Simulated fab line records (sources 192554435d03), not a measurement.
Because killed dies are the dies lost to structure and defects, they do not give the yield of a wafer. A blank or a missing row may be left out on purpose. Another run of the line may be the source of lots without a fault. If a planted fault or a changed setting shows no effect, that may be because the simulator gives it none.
fab line records	flow n5-finfet
record lots=24	wafers=72	last-day=17
route steps=1938 shown BEOL_M1@751
lots with no fault: from the same line, run without faults
start-h: the number of hours between the record's first day and the start of the first shown wafer of the lot	wait-h: hours from the lot's prior step to this one	" as in the row above	L1.1+2: a single row standing in for several wafers	- either no value or no given start	* or withheld: withheld	< > ~ a bound
route shown NAME@n: a module of which the file shows steps, and the number in the route of the first	usual: average and standard deviation across the fault-free wafers	same: alike in all rows	chamber/n: place in a boat	sites: readings site by site	_std_site: the standard deviation of these	_edge_site: the outer-site mean with the inner-site mean subtracted	radius-mm: how far each site lies from the wafer's centre	mask NAME#n: copy n	behind: the last tool/chamber to shape the wafer	hold: cause of the lot's hold/its duration in hours/its outcome	device: which transistor (n, p or np) failed to switch	end of line: at the end of the route, the tests of the same wafers	a step given without rows: its recipe and nothing more	killed: dies lost to structure and defects at the first sort, not the wafer's yield	map: the dies of a wafer, with x for killed, . for not killed, _ for no die there
set.NAME: setting as actually run; set.NAME@STEP: the setting as run at that earlier step	model.NAME: the simulator's own value behind a step, which no gauge read
one table for each step of the route and one row for each wafer, over a sample of lots
services: from which hour (start-h, from the record's first day; less than 0 if before it) a tool's chamber was out of use, for how many hours, and why
## steps
# step N5_BEOL_M1_ILD_DEP_00
# recipe material=SiOC	target-thk-a=790	temp-c=350	precursor=DEMS/O2	pressure-torr=5	rf-w=500	time-s=15.3
# usual heater-power-w=467/73	showerhead-plenum-p-Torr=5.697/0.017	throttle-valve-pct=12.4/0.86
lot.wafer	tool	chamber	start-h	wait-h	heater-power-w	showerhead-plenum-p-Torr	throttle-valve-pct
L074.1	pecvd-01	2	118.53	0.0	432	5.709	12.0
L074.2	"	0	"	"	376	5.662	11.6
L074.4	"	0	"	"	368	5.670	11.4
L075.3	pecvd-03	1	131.90	0.0	485	5.702	12.6
L075.4	"	2	"	"	404	5.708	11.2
L075.6	"	0	"	"	511	5.696	12.0
L076.1	pecvd-02	1	135.75	0.0	475	5.682	12.2
L076.2	"	0	"	"	571	5.683	12.9
L076.4	"	2	"	"	592	5.688	11.6
L077.1	pecvd-03	0	141.25	0.0	420	5.699	11.9
L077.2	"	2	"	"	366	5.689	11.2
L077.5	"	1	"	"	436	5.705	12.3
L078.2	pecvd-03	2	145.00	0.0	325	5.700	11.2
L078.3	"	0	"	"	489	5.693	11.9
L078.5	"	2	"	"	331	5.713	11.2
L079.1	pecvd-01	2	148.85	0.0	399	5.712	12.4
L079.2	"	1	"	"	567	5.725	14.1
L079.6	"	1	"	"	548	5.732	14.0
L080.1	pecvd-02	1	156.26	0.0	512	5.695	12.2
L080.2	"	0	"	"	538	5.690	12.8
L080.4	"	1	"	"	520	5.706	12.3
L081.2	pecvd-02	0	161.93	0.0	481	5.691	13.2
L081.3	"	2	"	"	507	5.696	11.8
L081.6	"	0	"	"	497	5.682	13.2
L082.1	pecvd-02	0	167.14	0.0	545	5.676	13.0
L082.2	"	2	"	"	490	5.681	11.4
L082.6	"	2	"	"	506	5.692	11.8
L083.1	pecvd-01	1	172.69	0.0	539	5.729	13.9
L083.2	"	2	"	"	430	5.701	12.3
L083.5	"	0	"	"	362	5.669	11.5
L084.2	pecvd-02	0	180.37	0.0	486	5.703	13.1
L084.4	"	1	"	"	483	5.715	12.3
L084.5	"	0	"	"	490	5.685	12.9
L085.1	pecvd-01	0	193.68	0.0	378	5.669	11.4
L085.3	"	0	"	"	390	5.671	11.8
L085.5	"	1	"	"	528	5.734	13.9
L086.1	pecvd-03	2	197.18	0.0	360	5.704	11.8
L086.4	"	1	"	"	501	5.705	12.6
L086.5	"	0	"	"	508	5.695	12.4
L087.1	pecvd-01	0	198.55	0.0	392	5.677	11.9
L087.4	"	1	"	"	567	5.701	13.9
L087.5	"	0	"	"	302	5.665	11.8
L088.1	pecvd-03	0	205.44	0.0	463	5.708	12.3
L088.3	"	2	"	"	364	5.703	11.2
L088.6	"	2	"	"	363	5.702	11.2
L089.3	pecvd-01	1	212.45	0.1	544	5.733	13.7
L089.4	"	0	"	"	358	5.669	11.8
L089.6	"	0	"	"	354	5.671	11.8
L090.4	pecvd-02	2	220.92	0.1	622	5.685	11.7
L090.5	"	1	"	"	482	5.688	12.3
L090.6	"	0	"	"	490	5.673	13.1
L091.2	pecvd-01	1	221.29	0.0	469	5.717	13.8
L091.3	"	0	"	"	373	5.693	11.9
L091.5	"	1	"	"	489	5.727	13.9
L092.2	pecvd-03	0	225.62	0.0	484	5.704	12.2
L092.4	"	0	"	"	477	5.711	12.4
L092.5	"	2	"	"	390	5.704	11.4
L093.1	pecvd-01	2	232.87	0.0	419	5.690	11.6
L093.5	"	0	"	"	345	5.679	11.7
L093.6	"	1	"	"	562	5.721	14.0
L094.2	pecvd-01	0	248.61	0.0	350	5.699	11.7
L094.4	"	2	"	"	469	5.682	12.1
L094.6	"	0	"	"	356	5.657	11.8
L095.1	pecvd-03	1	248.70	0.0	492	5.705	12.7
L095.3	"	0	"	"	423	5.688	12.2
L095.5	"	1	"	"	494	5.705	12.4
L097.2	pecvd-01	2	258.50	0.0	400	5.689	11.8
L097.3	"	1	"	"	514	5.721	14.0
L097.4	"	1	"	"	517	5.726	14.0
L096.2	pecvd-03	0	258.62	0.0	438	5.700	12.1
L096.4	"	1	"	"	491	5.697	12.6
L096.6	"	2	"	"	390	5.706	11.2
# step N5_BEOL_M1_THK_MEAS_01
# recipe reads=SiOC_of_BEOL_M1_ILD_DEP_00
# usual M1_ILD_THK=79.0/1.2
lot.wafer	tool	chamber	start-h	wait-h	M1_ILD_THK[nm]
L074.1	film-metro-01	-	118.60	0.0	78.9
L074.2	"	-	"	"	79.4
L074.4	"	-	"	"	80.4
L075.3	film-metro-02	-	131.97	0.1	77.1
L075.4	"	-	"	"	79.7
L075.6	"	-	"	"	76.9
L076.1	film-metro-02	-	135.82	0.0	76.4
L076.2	"	-	"	"	78.5
L076.4	"	-	"	"	78.0
L077.1	film-metro-02	-	141.32	0.0	77.5
L077.2	"	-	"	"	80.1
L077.5	"	-	"	"	79.3
L078.2	film-metro-02	-	145.07	0.1	80.7
L078.3	"	-	"	"	77.4
L078.5	"	-	"	"	81.1
L079.1	film-metro-01	-	148.94	0.1	79.5
L079.2	"	-	"	"	77.6
L079.6	"	-	"	"	77.7
L080.1	film-metro-02	-	156.33	0.0	78.1
L080.2	"	-	"	"	78.7
L080.4	"	-	"	"	79.3
L081.2	film-metro-01	-	162.03	0.1	77.4
L081.3	"	-	"	"	79.7
L081.6	"	-	"	"	79.7
L082.1	film-metro-02	-	167.21	0.0	77.2
L082.2	"	-	"	"	76.8
L082.6	"	-	"	"	77.7
L083.1	film-metro-01	-	172.76	0.0	78.1
L083.2	"	-	"	"	80.4
L083.5	"	-	"	"	79.4
L084.2	film-metro-02	-	180.44	0.1	79.1
L084.4	"	-	"	"	80.0
L084.5	"	-	"	"	78.9
L085.1	film-metro-02	-	193.77	0.1	77.4
L085.3	"	-	"	"	78.8
L085.5	"	-	"	"	78.7
L086.1	film-metro-01	-	197.25	0.0	80.2
L086.4	"	-	"	"	80.2
L086.5	"	-	"	"	79.2
L087.1	film-metro-01	-	198.63	0.1	78.5
L087.4	"	-	"	"	80.8
L087.5	"	-	"	"	79.6
L088.1	film-metro-02	-	205.50	0.0	78.0
L088.3	"	-	"	"	80.5
L088.6	"	-	"	"	81.2
L089.3	film-metro-01	-	212.52	0.1	79.0
L089.4	"	-	"	"	79.4
L089.6	"	-	"	"	78.9
L090.4	film-metro-02	-	220.97	0.0	77.9
L090.5	"	-	"	"	78.9
L090.6	"	-	"	"	80.1
L091.2	film-metro-01	-	221.39	0.1	77.8
L091.3	"	-	"	"	80.7
L091.5	"	-	"	"	78.6
L092.2	film-metro-02	-	225.69	0.1	78.1
L092.4	"	-	"	"	79.9
L092.5	"	-	"	"	81.6
L093.1	film-metro-01	-	232.94	0.0	79.6
L093.5	"	-	"	"	79.8
L093.6	"	-	"	"	77.6
L094.2	film-metro-01	-	248.68	0.1	78.8
L094.4	"	-	"	"	80.5
L094.6	"	-	"	"	79.5
L095.1	film-metro-01	-	248.77	0.0	78.7
L095.3	"	-	"	"	78.5
L095.5	"	-	"	"	80.9
L097.2	film-metro-02	-	258.56	0.1	79.5
L097.3	"	-	"	"	77.9
L097.4	"	-	"	"	78.1
L096.2	film-metro-02	-	258.68	0.1	78.0
L096.4	"	-	"	"	80.6
L096.6	"	-	"	"	80.8
# step N5_BEOL_M1_DESCUM_16
# recipe chemistry=O2	time-s=7	source-power-w=50	bias-power-w=20	pressure-mtorr=20	rf-frequency-hz=2.712e+07	temp-c=40	resist=CAR-EUV	o2-flow-sccm=225
# usual drypump-motor-current-A=5.5/0.41	oes-product-au=0.80/0.072	rf-vpp-V=243.2/1.4	showerhead-plenum-p-Torr=2.10/0.085	throttle-valve-pct=20.33/0.19
lot.wafer	tool	chamber	start-h	wait-h	drypump-motor-current-A	oes-product-au	rf-hours-counter-h	rf-vpp-V	showerhead-plenum-p-Torr	throttle-valve-pct
L074.1	rie-diel-06	3	120.56	0.0	5.9	0.81	120	240.2	1.93	20.05
L074.2	"	1	"	"	4.7	0.69	213	243.3	2.07	20.47
L074.4	"	3	"	"	5.9	0.81	-	241.0	1.93	20.07
L075.3	rie-diel-05	3	134.04	0.0	5.2	0.86	31	244.4	2.14	20.38
L075.4	"	0	"	"	6.0	0.85	55	245.0	2.12	20.27
L075.6	"	3	"	"	5.2	0.85	-	242.1	2.14	20.38
L076.1	rie-diel-02	2	137.76	0.1	5.9	0.74	188	242.3	2.06	20.49
L076.2	"	1	"	"	6.0	0.80	133	243.2	2.00	19.98
L076.4	"	1	"	"	6.0	0.80	-	241.5	2.00	19.97
L077.1	rie-diel-06	2	144.04	0.0	5.4	0.84	80	243.8	2.23	20.43
L077.2	"	1	"	"	4.7	0.69	222	242.3	2.07	20.48
L077.5	"	1	"	"	4.7	0.68	-	243.5	2.07	20.50
L078.2	rie-diel-02	0	146.34	0.1	5.0	0.75	160	242.6	2.10	20.47
L078.3	"	1	"	"	6.0	0.80	135	242.5	1.99	19.97
L078.5	"	0	"	"	5.0	0.75	-	243.1	2.10	20.47
L079.1	rie-diel-02	0	151.50	0.4	5.1	0.75	162	243.0	2.10	20.48
L079.2	"	3	"	"	5.5	0.74	141	244.2	2.17	20.29
L079.6	"	2	"	"	5.9	0.73	-	242.2	2.06	20.50
L080.1	rie-diel-02	2	157.30	0.0	5.9	0.73	195	243.3	2.06	20.47
L080.2	"	3	"	"	5.4	0.75	142	244.0	2.17	20.32
L080.4	"	1	"	"	6.0	0.80	139	243.0	1.99	19.96
L081.2	rie-diel-05	2	164.53	0.3	5.1	0.84	63	245.0	2.22	20.33
L081.3	"	1	"	"	5.8	0.90	34	243.8	2.15	20.55
L081.6	"	3	"	"	5.2	0.85	-	245.3	2.14	20.37
L082.1	rie-diel-06	0	169.82	0.0	5.6	0.96	12	244.0	2.12	20.03
L082.2	"	2	"	"	5.4	0.84	88	243.8	2.23	20.44
L082.6	"	0	"	"	5.6	0.95	-	242.8	2.12	20.04
L083.1	rie-diel-05	2	177.03	0.0	5.1	0.85	67	245.1	2.22	20.35
L083.2	"	1	"	"	5.8	0.90	38	243.8	2.15	20.57
L083.5	"	1	"	"	5.8	0.90	-	244.5	2.15	20.54
L084.2	rie-diel-06	2	183.12	0.0	5.4	0.83	91	245.2	2.23	20.45
L084.4	"	3	"	"	5.9	0.79	140	240.6	1.92	20.09
L084.5	"	3	"	"	5.9	0.80	-	239.8	1.92	20.09
L085.1	rie-diel-05	1	194.50	0.0	5.8	0.89	43	243.6	2.15	20.58
L085.3	"	2	"	"	5.1	0.83	72	245.7	2.21	20.36
L085.5	"	0	"	"	6.0	0.83	-	244.3	2.11	20.30
L086.1	rie-diel-05	0	198.41	0.0	6.1	0.83	75	242.8	2.11	20.28
L086.4	"	2	"	"	5.1	0.83	72	244.1	2.21	20.35
L086.5	"	1	"	"	5.8	0.89	-	243.1	2.15	20.58
L087.1	rie-diel-05	2	200.81	0.0	5.1	0.83	73	246.3	2.21	20.33
L087.4	"	3	"	"	5.2	0.84	51	244.7	2.14	20.41
L087.5	"	3	"	"	5.2	0.84	-	243.4	2.14	20.42
L088.1	rie-diel-02	1	207.50	0.0	6.0	0.78	155	242.0	1.99	20.00
L088.3	"	3	"	"	5.5	0.74	158	244.6	2.17	20.34
L088.6	"	2	"	"	5.9	0.72	-	241.7	2.05	20.50
L089.3	rie-diel-02	2	213.52	0.0	5.9	0.71	210	242.1	2.05	20.52
L089.4	"	3	"	"	5.4	0.73	159	242.9	2.17	20.33
L089.6	"	2	"	"	5.9	0.71	-	242.8	2.05	20.52
L090.4	rie-diel-06	2	221.95	0.1	5.4	0.82	103	245.0	2.23	20.46
L090.5	"	0	"	"	5.6	0.92	-	243.3	2.11	20.06
L090.6	"	3	"	"	5.9	0.78	-	240.3	1.92	20.10
L091.2	rie-diel-05	1	223.37	0.0	5.9	0.87	52	244.2	2.14	20.57
L091.3	"	2	"	"	5.1	0.82	79	245.3	2.21	20.37
L091.5	"	1	"	"	5.8	0.87	-	243.2	2.14	20.58
L092.2	rie-diel-02	3	227.68	0.0	5.5	0.73	163	245.0	2.16	20.34
L092.4	"	0	"	"	5.0	0.73	184	241.7	2.09	20.50
L092.5	"	0	"	"	5.0	0.73	-	243.9	2.09	20.50
L093.1	rie-diel-06	1	235.33	0.4	4.7	0.66	249	241.9	2.06	20.54
L093.5	"	2	"	"	5.4	0.82	-	243.1	2.22	20.48
L093.6	"	1	"	"	4.7	0.67	-	242.9	2.06	20.53
L094.2	rie-diel-02	1	249.41	0.0	6.0	0.76	167	242.1	1.98	20.03
L094.4	"	2	"	"	5.9	0.71	221	244.2	2.05	20.52
L094.6	"	2	"	"	5.9	0.71	-	242.3	2.05	20.52
L095.1	rie-diel-06	2	249.58	0.0	5.4	0.81	113	243.6	2.22	20.49
L095.3	"	0	"	"	5.6	0.90	36	242.9	2.11	20.07
L095.5	"	2	"	"	5.4	0.81	-	244.4	2.22	20.48
L097.2	rie-diel-02	3	260.22	0.0	5.4	0.73	174	244.1	2.16	20.35
L097.3	"	2	"	"	5.9	0.71	225	243.1	2.05	20.53
L097.4	"	0	"	"	5.1	0.72	195	243.8	2.09	20.52
L096.2	rie-diel-02	0	260.44	0.0	5.1	0.72	195	243.7	2.09	20.54
L096.4	"	3	"	"	5.5	0.73	174	244.9	2.16	20.36
L096.6	"	0	"	"	5.1	0.73	-	243.4	2.09	20.53
# step N5_BEOL_M1_CD_MEAS_35
# recipe target-cd-nm=18	target-cd-y-nm=21	polarity=opening
# usual cd-nm=18.0/0.4
lot.wafer	tool	chamber	start-h	wait-h	cd-nm
L074.1	cd-sem-03	-	123.78	0.0	17.9
L074.2	"	-	"	"	17.8
L074.4	"	-	"	"	18.1
L075.3	cd-sem-03	-	140.15	0.0	17.3
L075.4	"	-	"	"	18.1
L075.6	"	-	"	"	17.7
L076.1	cd-sem-03	-	140.23	0.0	18.0
L076.2	"	-	"	"	18.1
L076.4	"	-	"	"	18.2
L077.1	cd-sem-02	-	146.52	0.0	17.7
L077.2	"	-	"	"	18.4
L077.5	"	-	"	"	18.1
L078.2	cd-sem-01	-	152.79	0.0	18.4
L078.3	"	-	"	"	18.6
L078.5	"	-	"	"	18.4
L079.1	cd-sem-02	-	156.29	0.0	18.3
L079.2	"	-	"	"	18.5
L079.6	"	-	"	"	17.8
L080.1	cd-sem-02	-	161.65	0.0	17.4
L080.2	"	-	"	"	18.8
L080.4	"	-	"	"	17.3
L081.2	cd-sem-01	-	169.20	0.0	17.9
L081.3	"	-	"	"	17.3
L081.6	"	-	"	"	17.1
L082.1	cd-sem-01	-	171.82	0.0	17.8
L082.2	"	-	"	"	18.3
L082.6	"	-	"	"	17.9
L083.1	cd-sem-02	-	179.01	0.0	17.8
L083.2	"	-	"	"	17.9
L083.5	"	-	"	"	17.5
L084.2	cd-sem-02	-	184.86	0.0	17.8
L084.4	"	-	"	"	17.8
L084.5	"	-	"	"	18.0
L085.1	cd-sem-01	-	196.41	0.0	17.9
L085.3	"	-	"	"	18.1
L085.5	"	-	"	"	18.3
L086.1	cd-sem-01	-	200.67	0.0	18.3
L086.4	"	-	"	"	18.0
L086.5	"	-	"	"	17.5
L087.1	cd-sem-01	-	203.57	0.0	17.9
L087.4	"	-	"	"	17.7
L087.5	"	-	"	"	17.5
L088.1	cd-sem-03	-	212.10	0.0	18.3
L088.3	"	-	"	"	18.7
L088.6	"	-	"	"	17.3
L089.3	cd-sem-01	-	215.72	0.0	17.6
L089.4	"	-	"	"	18.4
L089.6	"	-	"	"	17.6
L090.4	cd-sem-02	-	223.66	0.0	18.3
L090.5	"	-	"	"	17.9
L090.6	"	-	"	"	17.9
L091.2	cd-sem-03	-	227.16	0.0	17.6
L091.3	"	-	"	"	17.5
L091.5	"	-	"	"	17.6
L092.2	cd-sem-03	-	231.04	0.0	18.8
L092.4	"	-	"	"	18.5
L092.5	"	-	"	"	18.4
L093.1	cd-sem-02	-	237.28	0.0	18.0
L093.5	"	-	"	"	18.3
L093.6	"	-	"	"	18.2
L094.2	cd-sem-01	-	251.21	0.0	18.4
L094.4	"	-	"	"	18.3
L094.6	"	-	"	"	18.6
L095.1	cd-sem-01	-	251.57	0.0	17.8
L095.3	"	-	"	"	18.2
L095.5	"	-	"	"	17.9
L097.2	cd-sem-03	-	262.69	0.0	18.1
L097.3	"	-	"	"	17.9
L097.4	"	-	"	"	18.3
L096.2	cd-sem-01	-	262.83	0.0	17.9
L096.4	"	-	"	"	18.7
L096.6	"	-	"	"	18.5
# step N5_BEOL_M1_SPUTTER_48
# recipe material=Cu	target-thk-a=45	temp-c=-20	chamber-pressure-pa=0.07	power-w=withheld	time-s=8.29
# usual throttle-valve-pct=29.7/0.93
lot.wafer	tool	chamber	start-h	wait-h	throttle-valve-pct
L074.1	pvd-sputter-03	-	126.16	1.2	29.8
L074.2	"	-	"	"	29.6
L074.4	"	-	"	"	27.5
L075.3	pvd-sputter-01	-	141.47	0.2	28.4
L075.4	"	-	"	"	30.8
L075.6	"	-	"	"	28.7
L076.1	pvd-sputter-03	-	141.69	0.1	30.5
L076.2	"	-	"	"	29.4
L076.4	"	-	"	"	27.8
L077.1	pvd-sputter-01	-	147.78	0.1	30.3
L077.2	"	-	"	"	30.0
L077.5	"	-	"	"	28.7
L078.2	pvd-sputter-03	-	154.18	0.3	29.9
L078.3	"	-	"	"	30.6
L078.5	"	-	"	"	30.6
L079.1	pvd-sputter-02	-	158.72	1.5	30.9
L079.2	"	-	"	"	28.7
L079.6	"	-	"	"	31.2
L080.1	pvd-sputter-01	-	163.83	0.1	30.0
L080.2	"	-	"	"	30.6
L080.4	"	-	"	"	30.2
L081.2	pvd-sputter-01	-	170.07	0.1	28.8
L081.3	"	-	"	"	30.8
L081.6	"	-	"	"	28.5
L082.1	pvd-sputter-03	-	172.83	0.1	29.8
L082.2	"	-	"	"	29.7
L082.6	"	-	"	"	30.6
L083.1	pvd-sputter-01	-	179.72	0.1	30.3
L083.2	"	-	"	"	30.2
L083.5	"	-	"	"	30.2
L084.2	pvd-sputter-01	-	185.65	0.1	30.1
L084.4	"	-	"	"	30.5
L084.5	"	-	"	"	30.6
L085.1	pvd-sputter-02	-	197.49	0.1	31.1
L085.3	"	-	"	"	28.7
L085.5	"	-	"	"	30.8
L086.1	pvd-sputter-02	-	201.55	0.2	28.7
L086.4	"	-	"	"	29.7
L086.5	"	-	"	"	31.2
L087.1	pvd-sputter-03	-	204.68	0.2	29.6
L087.4	"	-	"	"	29.4
L087.5	"	-	"	"	29.7
L088.1	pvd-sputter-01	-	213.07	0.1	28.6
L088.3	"	-	"	"	30.4
L088.6	"	-	"	"	30.0
L089.3	pvd-sputter-02	-	216.82	0.2	28.9
L089.4	"	-	"	"	30.9
L089.6	"	-	"	"	29.0
L090.4	pvd-sputter-03	-	225.88	0.8	27.8
L090.5	"	-	"	"	29.8
L090.6	"	-	"	"	29.4
L091.2	pvd-sputter-03	-	228.43	0.1	29.7
L091.3	"	-	"	"	30.7
L091.5	"	-	"	"	29.7
L092.2	pvd-sputter-02	-	232.26	0.2	28.7
L092.4	"	-	"	"	29.8
L092.5	"	-	"	"	28.9
L093.1	pvd-sputter-01	-	238.87	0.2	30.3
L093.5	"	-	"	"	30.5
L093.6	"	-	"	"	30.2
L094.2	pvd-sputter-03	-	252.03	0.1	30.4
L094.4	"	-	"	"	27.8
L094.6	"	-	"	"	30.0
L095.1	pvd-sputter-02	-	253.01	0.7	29.7
L095.3	"	-	"	"	29.0
L095.5	"	-	"	"	28.6
L097.2	pvd-sputter-03	-	263.68	0.2	30.5
L097.3	"	-	"	"	29.7
L097.4	"	-	"	"	27.8
L096.2	pvd-sputter-02	-	264.06	0.1	28.9
L096.4	"	-	"	"	31.0
L096.6	"	-	"	"	29.0
# step N5_BEOL_M1_ANNEAL_80
# recipe temp-c=400	time-s=240	ambient=vacuum
# usual heater-power-w=806/100
lot.wafer	tool	chamber	start-h	wait-h	heater-power-w
L074.1	pvd-sputter-03	-	126.46	0.0	857
L074.2	"	-	"	"	763
L074.4	"	-	"	"	1055
L075.3	pvd-sputter-01	-	141.77	0.0	864
L075.4	"	-	"	"	750
L075.6	"	-	"	"	861
L076.1	pvd-sputter-03	-	141.99	0.0	745
L076.2	"	-	"	"	764
L076.4	"	-	"	"	1070
L077.1	pvd-sputter-01	-	148.08	0.0	909
L077.2	"	-	"	"	738
L077.5	"	-	"	"	871
L078.2	pvd-sputter-03	-	154.48	0.0	780
L078.3	"	-	"	"	746
L078.5	"	-	"	"	741
L079.1	pvd-sputter-02	-	159.02	0.0	720
L079.2	"	-	"	"	714
L079.6	"	-	"	"	702
L080.1	pvd-sputter-01	-	164.13	0.0	890
L080.2	"	-	"	"	760
L080.4	"	-	"	"	715
L081.2	pvd-sputter-01	-	170.37	0.0	861
L081.3	"	-	"	"	749
L081.6	"	-	"	"	854
L082.1	pvd-sputter-03	-	173.13	0.0	761
L082.2	"	-	"	"	866
L082.6	"	-	"	"	757
L083.1	pvd-sputter-01	-	180.02	0.0	718
L083.2	"	-	"	"	892
L083.5	"	-	"	"	920
L084.2	pvd-sputter-01	-	185.95	0.0	723
L084.4	"	-	"	"	758
L084.5	"	-	"	"	754
L085.1	pvd-sputter-02	-	197.79	0.0	723
L085.3	"	-	"	"	711
L085.5	"	-	"	"	709
L086.1	pvd-sputter-02	-	201.85	0.0	737
L086.4	"	-	"	"	696
L086.5	"	-	"	"	704
L087.1	pvd-sputter-03	-	204.98	0.0	753
L087.4	"	-	"	"	852
L087.5	"	-	"	"	757
L088.1	pvd-sputter-01	-	213.37	0.0	854
L088.3	"	-	"	"	902
L088.6	"	-	"	"	930
L089.3	pvd-sputter-02	-	217.12	0.0	718
L089.4	"	-	"	"	704
L089.6	"	-	"	"	731
L090.4	pvd-sputter-03	-	226.18	0.0	1064
L090.5	"	-	"	"	866
L090.6	"	-	"	"	748
L091.2	pvd-sputter-03	-	228.73	0.0	731
L091.3	"	-	"	"	735
L091.5	"	-	"	"	758
L092.2	pvd-sputter-02	-	232.56	0.0	732
L092.4	"	-	"	"	706
L092.5	"	-	"	"	722
L093.1	pvd-sputter-01	-	239.17	0.0	906
L093.5	"	-	"	"	755
L093.6	"	-	"	"	736
L094.2	pvd-sputter-03	-	252.33	0.0	756
L094.4	"	-	"	"	1049
L094.6	"	-	"	"	757
L095.1	pvd-sputter-02	-	253.31	0.0	700
L095.3	"	-	"	"	873
L095.5	"	-	"	"	731
L097.2	pvd-sputter-03	-	263.98	0.0	737
L097.3	"	-	"	"	765
L097.4	"	-	"	"	1055
L096.2	pvd-sputter-02	-	264.36	0.0	900
L096.4	"	-	"	"	726
L096.6	"	-	"	"	913
## services
tool	chamber	start-h	hours	kind
rie-diel-06	0	110.30	-	clean
rie-diel-06	0	110.30	-	consumable-replace:focus-ring
rie-diel-06	0	110.30	20.4	scheduled-down
rie-diel-06	0	110.30	20.4	vent-cycle
pecvd-02	-	130.66	0.8	repair
rie-diel-02	3	135.96	8.7	repair
pecvd-01	0	148.23	5.5	scheduled-down
pecvd-02	1	160.51	5.0	scheduled-down
pecvd-03	-	164.72	2.6	repair
pecvd-03	0	172.87	5.5	scheduled-down
pecvd-01	2	193.53	5.5	scheduled-down
pecvd-01	2	202.38	-	clean
pecvd-01	2	202.38	-	consumable-replace:showerhead
pecvd-01	2	202.38	29.0	scheduled-down
pecvd-01	2	202.38	29.0	vent-cycle
rie-diel-05	2	208.68	3.8	repair
pecvd-02	-	212.28	0.4	repair
pecvd-02	0	214.62	2.1	scheduled-down
rie-diel-05	0	221.63	2.8	repair
rie-diel-06	1	237.52	-	clean
rie-diel-06	1	237.52	-	consumable-replace:focus-ring
rie-diel-06	1	237.52	21.4	scheduled-down
rie-diel-06	1	237.52	21.4	vent-cycle
pecvd-02	-	245.19	5.5	pm
## key
fault none
